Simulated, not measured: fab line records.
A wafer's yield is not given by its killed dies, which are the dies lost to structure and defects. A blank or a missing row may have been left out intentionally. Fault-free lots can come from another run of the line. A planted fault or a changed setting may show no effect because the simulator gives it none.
fab line records    flow n5_finfet    part 2 of 2: steps 7 to 7 of 7
[record] lots = 8  wafers = 23  last_day = 20
route steps=1938 shown BEOL_M4@1111 BEOL_M5@1171 BEOL_M15@1830 PASSIVATION@1936
lots with no fault: from the same line, run without faults
start_h: hours from the record's opening day to when the first of the lot's shown wafers began    wait_h: hours since the lot's step before    " repeats the value in the row above    L1.1+2: a single row standing in for several wafers    - either no value or no given start    * or withheld: withheld    < > ~ a bound
route shown NAME@n: NAME is a module with steps in the file, n the number in the route of the first one    usual: average and standard deviation across the fault-free wafers    same: alike in all rows    chamber/n: place in a boat    sites: per-site readings    _std_site: standard deviation across them    _edge_site: mean of outer sites minus mean of inner sites    radius_mm: how far each site lies from the wafer's centre    mask NAME#n: copy n    behind: the most recent tool/chamber to have shaped the wafer    hold: why the lot was held/for how many hours/how that ended    device: the n, p or np transistor that did not switch    end of line: tests run on the same wafers once the route is complete    where a step has no rows: the recipe by itself    killed: at the first sort, the dies lost to defects and structure; wafer yield is something else    map: per-die view of a wafer (x killed, . not killed, _ where there is no die)
set.NAME: the setting the step ran with; set.NAME@STEP: the setting that earlier step ran with    model.NAME: the simulator's own value behind a step, which no gauge read
one table for each step of the route and one row for each wafer, over a sample of lots
services: when a tool's chamber went out of use (start_h, in hours from the record's first day, below 0 if earlier), for how many hours, and the reason
[[steps]]
[step N5_PASSIVATION_PROBE_49]
[usual] defect_limited_yield = 90.9/1.3  killed_at_M0_to_M3 = 36/11  killed_at_M4_up = 13/5.1  killed_at_contacts = 14/4.9  killed_at_front_end = 41/10  killed_at_other = 3.4/2.6  killed_dies = 107/16  killed_open = 70/11  killed_short = 36/7.8  sort_bin_4_leakage = 0/0  sort_bin_5_function = 5.4/0.84  sort_bin_6_memory = 3.4/0.67  sort_n_pass = 1073/16  sort_yield_pct = 90.9/1.3
[same] gross_dies = 1180  killed_at_back_side = 0  sort_bin_8_speed[%] = 0
lot.wafer  tool       chamber  start_h  wait_h  defect_limited_yield[%]  killed_at_M0_to_M3  killed_at_M4_up  killed_at_contacts  killed_at_front_end  killed_at_other  killed_dies  killed_open  killed_short  sort_bin_4_leakage[%]  sort_bin_5_function[%]  sort_bin_6_memory[%]  sort_n_pass  sort_yield_pct[%]
L931.2     prober-01  -        315.37   0.1     91.3                     29                  15               20                  39                   0                103          48           54            0                      5.2                     3.0                   1077         91.3
L931.3     prober-01  -        315.42   0.1     91.7                     33                  15               14                  35                   1                98           63           35            0                      5.1                     2.9                   1082         91.7
L931.5     prober-01  -        315.52   0.2     91.8                     36                  14               16                  30                   1                97           64           27            0                      4.2                     3.2                   1083         91.8
L940.4     prober-01  -        363.91   0.2     89.2                     24                  41               15                  44                   3                127          69           28            2.46                   4.5                     3.4                   1053         89.2
L940.5     prober-01  -        363.96   0.2     88.7                     27                  47               14                  43                   2                133          66           32            2.88                   5.1                     3.1                   1047         88.7
L941.1     prober-02  -        369.12   0.0     92.2                     25                  3                27                  36                   1                92           61           30            0                      4.0                     3.3                   1088         92.2
L941.3     prober-02  -        369.22   0.1     91.4                     27                  10               18                  40                   6                101          69           27            0                      5.3                     2.6                   1079         91.4
L941.4     prober-02  -        369.27   0.2     88.8                     37                  38               9                   48                   0                132          68           36            2.29                   5.3                     2.8                   1048         88.8
L942.1     prober-01  -        385.14   0.0     89.2                     33                  12               10                  68                   5                128          83           44            0                      6.4                     4.2                   1052         89.2
L942.2     prober-01  -        385.19   0.1     87.8                     44                  19               22                  56                   3                144          100          41            0                      7.0                     4.6                   1036         87.8
L942.5     prober-01  -        385.34   0.2     89.1                     20                  42               14                  50                   3                129          78           27            1.86                   5.6                     3.2                   1051         89.1
L950.1     prober-01  -        461.03   0.0     91.1                     36                  15               8                   42                   4                105          67           36            0                      5.3                     3.1                   1075         91.1
L950.2     prober-01  -        461.08   0.1     92.4                     39                  15               5                   31                   0                90           57           31            0                      4.5                     3.1                   1090         92.4
L950.5     prober-01  -        461.23   0.2     89.6                     47                  19               17                  37                   3                123          80           40            0                      5.7                     4.4                   1057         89.6
L952.1     prober-02  -        465.10   0.2     91.6                     45                  10               8                   35                   1                99           63           34            0                      4.9                     3.4                   1081         91.6
L952.4     prober-02  -        465.25   0.3     91.9                     41                  5                9                   37                   3                95           57           38            0                      4.9                     2.9                   1085         91.9
L952.5     prober-02  -        465.30   0.4     90.1                     60                  7                21                  29                   0                117          86           31            0                      6.7                     2.8                   1063         90.1
L954.1     prober-01  -        465.15   0.1     90.1                     53                  18               8                   38                   0                117          67           45            0                      6.2                     3.3                   1063         90.1
L954.4     prober-01  -        465.30   0.2     92.1                     35                  17               13                  28                   0                93           65           26            0                      4.1                     3.7                   1087         92.1
L954.6     prober-01  -        465.40   0.3     90.8                     30                  13               11                  51                   3                108          63           36            0                      5.2                     3.0                   1072         90.8
L953.1     prober-01  -        479.05   0.0     89.4                     50                  18               6                   51                   0                125          96           28            0                      6.5                     4.1                   1055         89.4
L953.4     prober-01  -        479.20   0.2     89.5                     52                  18               9                   41                   4                124          70           50            0                      5.6                     4.4                   1056         89.5
L953.6     prober-01  -        479.30   0.3     89.8                     54                  16               8                   41                   1                120          69           48            0                      5.8                     4.3                   1060         89.8
// killed by level:class
L931.2 MOL_CONTACT_COAG:geometric_particle:open=11 GATE_CUT:geometric_particle:short=10 MOL_CONTACT_COAG:geometric_particle:short=9 FIN_SAQP:geometric_particle:short=7 BEOL_M0_SAQP:geometric_particle:short=6 BEOL_M3:geometric_particle:open=6 BEOL_M5:geometric_particle:short=5 BEOL_M0_SAQP:geometric_particle:open=4
L931.3 MOL_CONTACT_COAG:geometric_particle:open=11 BEOL_M0_SAQP:geometric_particle:short=7 STARTING-WAFER:geometric_particle:open=7 STI_FIN_REVEAL:geometric_particle:open=6 BEOL_M2:geometric_particle:short=6 FIN_SAQP:geometric_particle:short=5 BEOL_M4:geometric_particle:open=5 BEOL_M0_SAQP:geometric_particle:open=5
L931.5 MOL_CONTACT_COAG:geometric_particle:open=13 BEOL_M3:geometric_particle:open=8 BEOL_M2:geometric_particle:open=8 BEOL_M4:geometric_particle:open=7 BEOL_M0_SAQP:geometric_particle:short=7 BEOL_M0_SAQP:geometric_particle:open=5 HKMG_FIN:area_etch=5 FIN_SAQP:geometric_particle:short=4
L940.4 M5:area_ald=29 MOL_CONTACT_COAG:geometric_particle:open=12 FIN_SAQP:geometric_particle:open=10 BEOL_M3:geometric_particle:open=9 BEOL_M4:geometric_particle:open=8 STI_FIN_REVEAL:geometric_particle:open=7 FIN_SAQP:geometric_particle:short=6 GATE_CUT:geometric_particle:short=5
L940.5 M5:area_ald=34 BEOL_M3:geometric_particle:open=12 MOL_CONTACT_COAG:geometric_particle:open=10 FIN_SAQP:geometric_particle:open=8 FIN_SAQP:geometric_particle:short=8 DUMMY_GATE:geometric_particle:open=6 BEOL_M4:geometric_particle:open=6 STI_FIN_REVEAL:geometric_particle:open=4
L941.1 MOL_CONTACT_COAG:geometric_particle:open=23 FIN_SAQP:geometric_particle:short=15 FIN_SAQP:geometric_particle:open=10 BEOL_M1:geometric_particle:open=9 BEOL_M0_SAQP:geometric_particle:open=5 MOL_CONTACT_COAG:geometric_particle:short=4 BEOL_M3:geometric_particle:open=4 ILD0:geometric_particle:short=3
L941.3 FIN_SAQP:geometric_particle:open=20 MOL_CONTACT_COAG:geometric_particle:open=15 FIN_SAQP:geometric_particle:short=6 BEOL_M2:geometric_particle:short=5 BEOL_M3:geometric_particle:open=4 BEOL_M0_SAQP:geometric_particle:short=4 BEOL_M0_SAQP:geometric_particle:open=4 PASS1_DEP:geometric_particle:open=4
L941.4 M5:area_ald=27 FIN_SAQP:geometric_particle:open=14 FIN_SAQP:geometric_particle:short=10 BEOL_M4:geometric_particle:open=8 BEOL_M0_SAQP:geometric_particle:open=8 MOL_CONTACT_COAG:geometric_particle:open=7 BEOL_M0_SAQP:geometric_particle:short=7 ILD0:geometric_particle:short=6
L942.1 FIN_SAQP:geometric_particle:open=23 FIN_SAQP:geometric_particle:short=10 STI_FIN_REVEAL:geometric_particle:open=10 MOL_CONTACT_COAG:geometric_particle:open=7 BEOL_M0_SAQP:geometric_particle:short=7 BEOL_M3:geometric_particle:open=7 GATE_CUT:geometric_particle:short=5 BEOL_M0_SAQP:geometric_particle:open=5
L942.2 MOL_CONTACT_COAG:geometric_particle:open=17 STI_FIN_REVEAL:geometric_particle:open=16 BEOL_M0_SAQP:geometric_particle:short=11 BEOL_M2:geometric_particle:open=11 FIN_SAQP:geometric_particle:open=9 BEOL_M3:geometric_particle:open=9 BEOL_M4:geometric_particle:open=8 BEOL_M0_SAQP:geometric_particle:open=6
L942.5 M5:area_ald=22 STI_FIN_REVEAL:geometric_particle:open=17 MOL_CONTACT_COAG:geometric_particle:open=12 FIN_SAQP:geometric_particle:open=11 BEOL_M4:geometric_particle:open=8 BEOL_M2:geometric_particle:open=6 STARTING-WAFER:geometric_particle:short=6 ILD0:geometric_particle:open=4
L950.1 STI_FIN_REVEAL:geometric_particle:open=12 BEOL_M0_SAQP:geometric_particle:short=10 MOL_CONTACT_COAG:geometric_particle:open=6 BEOL_M0_SAQP:geometric_particle:open=6 BEOL_M2:geometric_particle:open=6 DUMMY_GATE:geometric_particle:open=5 BEOL_M3:geometric_particle:open=5 BEOL_M4:geometric_particle:open=5
L950.2 BEOL_M0_SAQP:geometric_particle:short=12 BEOL_M0_SAQP:geometric_particle:open=11 STI_FIN_REVEAL:geometric_particle:open=8 DUMMY_GATE:geometric_particle:open=6 GATE_CUT:geometric_particle:open=5 MOL_CONTACT_COAG:geometric_particle:open=5 BEOL_M1:geometric_particle:open=5 BEOL_M0:geometric_particle:open=4
L950.5 MOL_CONTACT_COAG:geometric_particle:open=13 BEOL_M0_SAQP:geometric_particle:short=13 BEOL_M0_SAQP:geometric_particle:open=11 BEOL_M4:geometric_particle:open=8 STI_FIN_REVEAL:geometric_particle:open=8 BEOL_M3:geometric_particle:short=8 DUMMY_GATE:geometric_particle:open=7 FIN_SAQP:geometric_particle:short=6
L952.1 BEOL_M0_SAQP:geometric_particle:open=11 GATE_CUT:geometric_particle:short=10 BEOL_M2:geometric_particle:open=9 BEOL_M3:geometric_particle:open=8 BEOL_M0_SAQP:geometric_particle:short=6 STI_FIN_REVEAL:geometric_particle:open=5 MOL_CONTACT_COAG:geometric_particle:open=5 BEOL_M1:geometric_particle:open=5
L954.1 BEOL_M0_SAQP:geometric_particle:short=19 BEOL_M0_SAQP:geometric_particle:open=14 BEOL_M2:geometric_particle:open=8 MOL_CONTACT_COAG:geometric_particle:open=6 STI_FIN_REVEAL:geometric_particle:open=5 DUMMY_GATE:geometric_particle:open=5 BEOL_M5:geometric_particle:short=5 BEOL_M4:geometric_particle:open=5
L952.4 BEOL_M3:geometric_particle:open=12 FIN_SAQP:geometric_particle:short=8 BEOL_M0_SAQP:geometric_particle:open=8 BEOL_M0_SAQP:geometric_particle:short=8 GATE_CUT:geometric_particle:short=7 MOL_CONTACT_COAG:geometric_particle:open=7 STI_FIN_REVEAL:geometric_particle:open=6 FIN_SAQP:geometric_particle:open=4
L952.5 BEOL_M1:geometric_particle:open=17 MOL_CONTACT_COAG:geometric_particle:open=15 BEOL_M3:geometric_particle:open=15 BEOL_M0_SAQP:geometric_particle:open=10 GATE_CUT:geometric_particle:short=9 BEOL_M2:geometric_particle:open=8 GATE_CUT:geometric_particle:open=6 MOL_CONTACT_COAG:geometric_particle:short=6
L954.4 BEOL_M1:geometric_particle:open=12 MOL_CONTACT_COAG:geometric_particle:open=10 BEOL_M4:geometric_particle:open=7 DUMMY_GATE:geometric_particle:open=6 BEOL_M0_SAQP:geometric_particle:open=6 BEOL_M3:geometric_particle:open=5 BEOL_M0_SAQP:geometric_particle:short=5 FIN_SAQP:geometric_particle:short=4
L954.6 DUMMY_GATE:geometric_particle:open=14 MOL_CONTACT_COAG:geometric_particle:open=9 BEOL_M0_SAQP:geometric_particle:open=9 BEOL_M1:geometric_particle:open=7 HKMG_FIN:area_etch=6 FIN_SAQP:geometric_particle:open=4 FIN_SAQP:geometric_particle:short=4 BEOL_M5:geometric_particle:short=4
L953.1 FIN_SAQP:geometric_particle:open=15 BEOL_M1:geometric_particle:open=11 BEOL_M3:geometric_particle:open=10 BEOL_M0_SAQP:geometric_particle:open=10 BEOL_M4:geometric_particle:open=8 FIN_SAQP:geometric_particle:short=7 STI_FIN_REVEAL:geometric_particle:open=6 BEOL_M2:geometric_particle:open=6
L953.4 STI_FIN_REVEAL:geometric_particle:open=14 BEOL_M0_SAQP:geometric_particle:short=14 BEOL_M2:geometric_particle:open=11 BEOL_M0_SAQP:geometric_particle:open=7 FIN_SAQP:geometric_particle:short=6 MOL_CONTACT_COAG:geometric_particle:open=5 BEOL_M4:geometric_particle:open=5 STI_FIN_REVEAL:geometric_particle:short=4
L953.6 FIN_SAQP:geometric_particle:short=15 BEOL_M0_SAQP:geometric_particle:short=14 BEOL_M2:geometric_particle:open=12 BEOL_M0_SAQP:geometric_particle:open=10 BEOL_M4:geometric_particle:open=10 BEOL_M1:geometric_particle:open=9 FIN_SAQP:geometric_particle:open=5 DUMMY_GATE:geometric_particle:open=5
[[services]]
tool          chamber  start_h  hours  kind
ald_metal-02  2        197.82   5.7    repair
ald_metal-03  3        197.98   31.3   repair
ald_metal-03  2        214.74   -      calibration
ald_metal-01  1        219.37   27.9   repair
ald_metal-02  -        236.89   2.8    pm
ald_metal-03  1        263.77   5.8    repair
ald_metal-03  -        337.25   14.0   pm
ald_metal-03  0        337.25   14.0   vent_cycle
ald_metal-03  1        337.25   14.0   vent_cycle
ald_metal-03  2        337.25   14.0   vent_cycle
ald_metal-03  3        337.25   14.0   vent_cycle
ald_metal-03  0        351.25   -      clean
ald_metal-03  1        351.25   -      clean
ald_metal-03  2        351.25   -      clean
ald_metal-03  3        351.25   -      clean
[[key]]
[first_sign] step = N5_BEOL_M5_ALD_86  reading = ald_cycles  direction = down  sigmas = 99+  usual = *  struck = *
[effect] step = N5_BEOL_M15_RC_MEAS_101  reading = COMB_M5  direction = up  sigmas = 8.4  usual = 3.7e-11  struck = 1.01e-10
[effect] step = N5_PASSIVATION_PROBE_49  reading = sort_bin_4_leakage  direction = up  sigmas = 28  usual = 0  struck = 2.37
[more_kills_born_at] N5_BEOL_M5_ALD_86@ald_metal-01 = 112
met_at N5_BEOL_M5_ALD_86
struck_lots L940,L941,L942
struck_wafers L940.4,L940.5,L941.4,L942.5
not_acting_at N5_BEOL_M5_PRE_CLEAN_45,N5_BEOL_M5_SURFACE_TREAT_87,N5_BEOL_M5_ANNEAL_84
onset_between 201.32 262.65
[fault] kind = process_parameter_drift  tool = ald_metal-01  chamber = -  onset_h = 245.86  steps = N5_BEOL_M5_ALD_86  channel = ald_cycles  offset = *  shape = step  end_h = 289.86  scope = struck_wafers_only  acts_in = *  stated = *
